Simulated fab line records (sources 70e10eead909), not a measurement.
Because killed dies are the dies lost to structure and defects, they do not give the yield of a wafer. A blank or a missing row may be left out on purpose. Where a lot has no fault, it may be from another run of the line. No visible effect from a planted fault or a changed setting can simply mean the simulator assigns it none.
The tool behind it: which one? -- flow nandHarc -- 12 lots, 36 wafers sampled, at 6 steps of a route of 1302

== WHAT EACH GAUGE READ, for each wafer ==
NHARC_P_GATE_OVL_MEAS_27. Usual: overlayXNm -0.4 nm, standard deviation 0.59; overlayYNm 0.3 nm, standard deviation 0.88.
lot,measured,on,overlayXNm (nm),overlayYNm (nm),flag
L712,day 5 17:21,overlay-02,-1.9 -1.8 -0.8,-0.7 -0.3 -0.3,
L711,day 5 17:38,overlay-01,0.6 0.6 0.1,0.5 0.6 0.9,
L717,day 7 18:17,overlay-01,0.5 0.6 0.4,0.5 0.3 0.4,
L716,day 7 18:26,overlay-02,-0.4 -0.2 -0.7,0.2 0.2 0.1,
L718,day 8 16:34,overlay-01,-1.2 -0.5 -0.6,-1.7 -1.0 -1.2,
L719,day 8 17:55,overlay-01,-0.9 -1.3 -1.3,0.3 0.0 -0.1,
L722,day 10 00:01,overlay-01,0.8 0.8 0.9,0.6 -0.1 0.8,
L729,day 12 22:25,overlay-02,0.5 0.5 0.0,1.3 1.6 0.8,
L730,day 13 12:19,overlay-01,-0.7 -0.9 -0.7,2.3 2.4 2.4,
L731,day 13 23:00,overlay-01,-1.2 -0.8 -0.9,0.8 0.2 0.5,
L732,day 14 08:13,overlay-02,-0.6 -0.2 -0.4,0.0 0.0 -0.2,
L733,day 14 14:34,overlay-01,0.1 -0.1 -0.7,-0.9 -0.2 -0.5,

NHARC_P_GATE_CD_MEAS_46: the cd target is 720 nm. Usual: cdNm reads 719.1 nm (standard deviation 2.1).
lot,measured,on,cdNm (nm),flag
L712,day 6 05:08,cdSem-02,716.9 715.7 718.7,
L711,day 6 05:34,cdSem-02,718.8 718.4 721.2,
L717,day 8 06:11,cdSem-02,720.7 719.2 716.5,
L716,day 8 06:43,cdSem-01,715.7 715.9 715.0,
L718,day 9 04:23,cdSem-02,694.1 698.5 696.1 694.0 698.0 696.4,OFF
L719,day 9 05:48,cdSem-02,717.6 716.3 718.2,
L722,day 10 11:56,cdSem-01,717.8 717.2 718.1,
L729,day 13 12:22,cdSem-03,718.5 720.2 721.6,
L730,day 14 00:17,cdSem-02,721.1 720.0 721.6,
L731,day 14 10:56,cdSem-02,722.5 720.4 720.0,
L732,day 14 19:58,cdSem-02,717.1 721.7 718.7,
L733,day 15 02:20,cdSem-03,721.3 718.2 718.4,

NHARC_END_SORT_01. Usual: killedAtArray 55, standard deviation 12; killedAtOther 1.0, standard deviation 1.2; killedAtPeriphery 3.9, standard deviation 2.6; killedDies 60, standard deviation 12; killedOpen 3.3, standard deviation 1.9; killedShort 2.5, standard deviation 1.8.
lot,measured,on,killedAtArray,killedAtOther,killedAtPeriphery,killedDies,killedOpen,killedShort,flag
L712,day 24 12:17,prober-01,58 52 56,0 0 0,4 1 8,62 53 64,3 3 0,1 7 1,
L711,day 25 00:14,prober-01,66 70 72,0 1 0,2 3 2,68 74 74,2 2 1,1 3 2,
L717,day 27 07:25,prober-01,47 62 57,1 1 1,5 1 5,53 64 63,3 0 1,0 0 3,
L716,day 27 16:29,prober-02,47 46 51,0 3 4,5 6 7,52 55 62,3 2 4,1 2 3,
L718,day 28 01:38,prober-01,58 51 58,2 4 1,1 3 4,61 58 63,2 4 6,1 2 1,
L719,day 28 06:38,prober-02,57 51 54,2 4 1,8 14 4,67 69 59,9 7 6,5 3 2,
L722,day 29 02:24,prober-01,48 38 41,1 0 0,1 5 1,50 43 42,3 6 4,5 1 1,
L729,day 32 02:43,prober-02,38 38 43,0 0 0,0 6 1,38 44 44,3 3 6,2 6 6,
L730,day 32 19:57,prober-01,58 50 57,0 1 1,7 6 5,65 57 63,2 6 5,1 1 0,
L731,day 32 22:58,prober-02,44 50 56,1 2 2,3 1 4,48 53 62,3 4 5,6 6 5,
L732,day 33 09:40,prober-02,75 61 66,0 0 0,3 4 3,78 65 69,1 3 3,3 4 2,
L733,day 33 10:28,prober-01,56 66 59,0 0 0,4 8 3,60 74 62,4 3 5,2 1 2,

== WHAT TOOL EACH LOT RAN ON (gives the tool, then ch and the chambers of the sampled wafers, and finally the start) ==
lot,NHARC_P_GATE_HM_DEP_102,NHARC_P_GATE_HM_OPEN_105,NHARC_P_GATE_EXPOSE_43
L712,"aclDep-02 ch 0, day 5 16:02","rieDiel-09 ch 0,1,3, day 6 04:58 or earlier","krfScanner-02 ch 0, day 6 04:58"
L711,"aclDep-03 ch 0, day 5 16:13","rieDiel-04 ch 1,2, day 6 05:24 or earlier","krfScanner-04 ch 0, day 6 05:24"
L717,"aclDep-02 ch 0, day 7 16:51","rieDiel-12 ch 2,3, day 8 06:02 or earlier","krfScanner-02 ch 0, day 8 06:02"
L716,"aclDep-03 ch 0, day 7 16:53","rieDiel-09 ch 1,2,3, day 8 06:33 or earlier","krfScanner-02 ch 0, day 8 06:33"
L718,"aclDep-02 ch 0, day 8 15:22","rieDiel-12 ch 0,2,3, day 9 04:14 or earlier","krfScanner-04 ch 0, day 9 04:14"
L719,"aclDep-02 ch 0, day 8 16:37","rieDiel-09 ch 2,3, day 9 05:39 or earlier","krfScanner-01 ch 0, day 9 05:39"
L722,"aclDep-03 ch 0, day 9 22:54","rieDiel-09 ch 0,1,3, day 10 11:47 or earlier","krfScanner-01 ch 0, day 10 11:47"
L729,"aclDep-02 ch 0, day 12 21:19","rieDiel-04 ch 0,2,3, day 13 12:11 or earlier","krfScanner-04 ch 0, day 13 12:11"
L730,"aclDep-01 ch 0, day 13 11:05","rieDiel-09 ch 1,2, day 14 00:08 or earlier","krfScanner-04 ch 0, day 14 00:08"
L731,"aclDep-02 ch 0, day 13 21:34","rieDiel-09 ch 1,2,3, day 14 10:47 or earlier","krfScanner-04 ch 0, day 14 10:47"
L732,"aclDep-01 ch 0, day 14 06:53","rieDiel-12 ch 0,1,2, day 14 19:49 or earlier","krfScanner-04 ch 0, day 14 19:49"
L733,"aclDep-03 ch 0, day 14 13:20","rieDiel-12 ch 0,2,3, day 15 02:11 or earlier","krfScanner-04 ch 0, day 15 02:11"
- NHARC_P_GATE_HM_DEP_102: deposits aC, target thk 120 nm.
- NHARC_P_GATE_HM_OPEN_105: chemistry O2/COS, target depth 360 nm.
- NHARC_P_GATE_EXPOSE_43: exposes mask P NSD, target cd 720 nm.

== WHAT THE TOOLS THEMSELVES READ (means of the sampled wafers that have a number; where no wafer has one, the mark that the record gives instead) ==
NHARC_P_GATE_HM_DEP_102. Usual: throttleValvePct reads 35.000 % (standard deviation 0.0091).
lot,tool,throttleValvePct (%),flag
L712,aclDep-02,34.995,
L711,aclDep-03,35.000,
L717,aclDep-02,34.997,
L716,aclDep-03,34.995,
L718,aclDep-02,35.003,
L719,aclDep-02,35.006,
L722,aclDep-03,34.997,
L729,aclDep-02,34.998,
L730,aclDep-01,34.998,
L731,aclDep-02,34.992,
L732,aclDep-01,34.996,
L733,aclDep-03,35.000,

NHARC_P_GATE_HM_OPEN_105. Usual: drypumpMotorCurrentA 5.8 A, standard deviation 0.66; oesProductAu 0.998 a.u., standard deviation 0.0099; rfVppV 466.1 V, standard deviation 2.5; showerheadPlenumPTorr 3.07 Torr, standard deviation 0.11; throttleValvePct 28.331 %, standard deviation 0.0093.
lot,tool,drypumpMotorCurrentA (A),oesProductAu (a.u.),rfVppV (V),showerheadPlenumPTorr (Torr),throttleValvePct (%),flag
L712,rieDiel-09,5.2,0.992,465.7,3.04,28.334,
L711,rieDiel-04,5.8,0.997,467.0,3.13,28.337,
L717,rieDiel-12,6.2,1.004,463.4,2.98,28.330,
L716,rieDiel-09,5.7,0.992,466.7,3.12,28.334,
L718,rieDiel-12,6.4,0.997,466.1,3.07,28.325,
L719,rieDiel-09,6.0,1.002,467.0,3.14,28.325,
L722,rieDiel-09,5.2,0.997,464.9,3.04,28.331,
L729,rieDiel-04,6.0,0.995,468.3,3.14,28.331,
L730,rieDiel-09,5.7,0.999,467.8,3.14,28.332,
L731,rieDiel-09,5.7,0.990,466.3,3.12,28.340,
L732,rieDiel-12,6.0,1.005,465.8,3.06,28.338,
L733,rieDiel-12,6.4,0.990,466.1,3.06,28.332,

NHARC_P_GATE_EXPOSE_43. Usual: focusOffsetNm 0.0 nm, standard deviation 0.57; stageVelMmS 499.97 mm/s, standard deviation 0.27.
lot,tool,focusOffsetNm (nm),stageVelMmS (mm/s),flag
L712,krfScanner-02,0.7,499.61,
L711,krfScanner-04,-0.6,500.25,
L717,krfScanner-02,0.6,499.84,
L716,krfScanner-02,-0.2,499.76,
L718,krfScanner-04,0.0,499.79,
L719,krfScanner-01,0.4,500.12,
L722,krfScanner-01,0.1,499.99,
L729,krfScanner-04,-0.3,499.69,
L730,krfScanner-04,0.5,500.11,
L731,krfScanner-04,0.5,500.52,
L732,krfScanner-04,0.0,500.26,
L733,krfScanner-04,0.2,500.14,

== THE ANSWER, worked out from the rows above alone ==
Rule: a lot counts as off when the mean over its wafers that have a number is more than 3 standard deviations away from the usual mean. A lot without any number at a reading at which 4 lots or more have one is off too. All remaining lots with rows at the step are treated as sound. The gauges are gone through in route order, then the tools' own readings, and for those a lot's mean is taken as printed above. The first step at which some lot is off is used, and at that step the reading that is off furthest; a lot without a number counts as furthest.
Off: L718, at NHARC_P_GATE_CD_MEAS_46 (cdNm).
If a tool, at a process step before that reading, ran all the lots that are off and no sound lot after the first of them, it fits. Gauges at NHARC_P_GATE_CD_MEAS_46: tried the same way as those tools. NHARC_P_GATE_HM_OPEN_105: start missing for some lots; hours and lot order therefore follow NHARC_P_GATE_EXPOSE_43. Of those tried, none fits.

== WHAT WAS PUT IN BY THE SIMULATOR ==
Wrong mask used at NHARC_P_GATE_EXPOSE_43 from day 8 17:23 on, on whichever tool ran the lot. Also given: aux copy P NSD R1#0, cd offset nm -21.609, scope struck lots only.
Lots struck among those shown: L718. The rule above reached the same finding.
